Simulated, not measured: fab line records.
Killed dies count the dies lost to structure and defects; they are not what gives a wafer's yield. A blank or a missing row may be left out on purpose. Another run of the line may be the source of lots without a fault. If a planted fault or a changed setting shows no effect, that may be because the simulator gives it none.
Matching of chambers :: flow n5-finfet :: 4 sister chambers for N5_FIN_SAQP_ETCH_52 on rie-diel-02
The step etches SOC in N2/H2, target depth 100 nm, overetch 20 nm, time 150 s. 16 wafers are shown with their chamber, then 8 later ones without.

WAFERS, EACH WITH ITS CHAMBER
wafer: L074.4
chamber: 0
drypump-motor-current-A (A): 5.3
throttle-valve-pct (%): 18.13
showerhead-plenum-p-Torr (Torr): 2.62

wafer: L074.5
chamber: 2
drypump-motor-current-A (A): 6.2
throttle-valve-pct (%): 17.50
showerhead-plenum-p-Torr (Torr): 2.71

wafer: L074.6
chamber: 3
drypump-motor-current-A (A): 6.7
throttle-valve-pct (%): 18.11
showerhead-plenum-p-Torr (Torr): 2.54

wafer: L075.1
chamber: 1
drypump-motor-current-A (A): 6.3
throttle-valve-pct (%): 17.91
showerhead-plenum-p-Torr (Torr): 2.53

wafer: L075.2
chamber: 3
drypump-motor-current-A (A): 6.7
throttle-valve-pct (%): 18.12
showerhead-plenum-p-Torr (Torr): 2.54

wafer: L075.4
chamber: 1
drypump-motor-current-A (A): 6.2
throttle-valve-pct (%): 17.89
showerhead-plenum-p-Torr (Torr): 2.53

wafer: L077.1
chamber: 0
drypump-motor-current-A (A): 5.3
throttle-valve-pct (%): 18.13
showerhead-plenum-p-Torr (Torr): 2.62

wafer: L077.2
chamber: 2
drypump-motor-current-A (A): 6.2
throttle-valve-pct (%): 17.51
showerhead-plenum-p-Torr (Torr): 2.71

wafer: L077.3
chamber: 1
drypump-motor-current-A (A): 6.3
throttle-valve-pct (%): 17.91
showerhead-plenum-p-Torr (Torr): 2.52

wafer: L078.2
chamber: 3
drypump-motor-current-A (A): 6.7
throttle-valve-pct (%): 18.11
showerhead-plenum-p-Torr (Torr): 2.54

wafer: L078.4
chamber: 2
drypump-motor-current-A (A): 6.2
throttle-valve-pct (%): 17.53
showerhead-plenum-p-Torr (Torr): 2.71

wafer: L078.5
chamber: 3
drypump-motor-current-A (A): 6.7
throttle-valve-pct (%): 18.12
showerhead-plenum-p-Torr (Torr): 2.54

wafer: L085.4
chamber: 2
drypump-motor-current-A (A): 6.2
throttle-valve-pct (%): 17.54
showerhead-plenum-p-Torr (Torr): 2.70

wafer: L085.5
chamber: 2
drypump-motor-current-A (A): 6.3
throttle-valve-pct (%): 17.54
showerhead-plenum-p-Torr (Torr): 2.70

wafer: L085.6
chamber: 1
drypump-motor-current-A (A): 6.3
throttle-valve-pct (%): 17.93
showerhead-plenum-p-Torr (Torr): 2.52

wafer: L091.4
chamber: 0
drypump-motor-current-A (A): 5.3
throttle-valve-pct (%): 18.18
showerhead-plenum-p-Torr (Torr): 2.60

SIGNATURES, as means of the wafers listed above
reading: drypump-motor-current-A
chamber 0: 5.300
chamber 1: 6.275
chamber 2: 6.220
chamber 3: 6.700
scatter within a chamber: 0.0359

reading: throttle-valve-pct
chamber 0: 18.1467
chamber 1: 17.9100
chamber 2: 17.5240
chamber 3: 18.1150
scatter within a chamber: 0.018

reading: showerhead-plenum-p-Torr
chamber 0: 2.6133
chamber 1: 2.5250
chamber 2: 2.7060
chamber 3: 2.5400
scatter within a chamber: 0.00637
Rule: distance of a wafer from a chamber = root of the sum over the readings of ((wafer's reading minus chamber's mean) / reading's scatter) squared. If the next closest chamber is less than 2 further off than the closest, the wafer can't be placed; otherwise it belongs to the closest. The scatter is the square root of a quotient: the sum, over the shown wafers, of each reading's squared deviation from its chamber's mean, divided by wafers minus chambers.

WAFERS WHOSE CHAMBER IS MISSING
wafer: L091.5
drypump-motor-current-A (A): 6.3
throttle-valve-pct (%): 17.95
showerhead-plenum-p-Torr (Torr): 2.51

wafer: L091.6
drypump-motor-current-A (A): 5.3
throttle-valve-pct (%): 18.19
showerhead-plenum-p-Torr (Torr): 2.60

wafer: L093.2
drypump-motor-current-A (A): 6.7
throttle-valve-pct (%): 18.19
showerhead-plenum-p-Torr (Torr): 2.52

wafer: L093.4
drypump-motor-current-A (A): 6.3
throttle-valve-pct (%): 17.55
showerhead-plenum-p-Torr (Torr): 2.69

wafer: L093.5
drypump-motor-current-A (A): 6.7
throttle-valve-pct (%): 18.17
showerhead-plenum-p-Torr (Torr): 2.52

wafer: L097.3
drypump-motor-current-A (A): 5.3
throttle-valve-pct (%): 17.77
showerhead-plenum-p-Torr (Torr): 2.60

wafer: L097.4
drypump-motor-current-A (A): 6.7
throttle-valve-pct (%): 18.20
showerhead-plenum-p-Torr (Torr): 2.52

wafer: L097.5
drypump-motor-current-A (A): 6.3
throttle-valve-pct (%): 17.59
showerhead-plenum-p-Torr (Torr): 2.69

WHICH CHAMBER EACH ONE RAN IN
wafer: L091.5
from the rows above: 1
in truth: 1

wafer: L091.6
from the rows above: 0
in truth: 0

wafer: L093.2
from the rows above: 3
in truth: 3

wafer: L093.4
from the rows above: 2
in truth: 2

wafer: L093.5
from the rows above: 3
in truth: 3

wafer: L097.3
from the rows above: 0
in truth: 0

wafer: L097.4
from the rows above: 3
in truth: 3

wafer: L097.5
from the rows above: 2
in truth: 2
Correctly placed: 8 of 8. Can't be placed from these rows: 0. 0 placed wrongly.
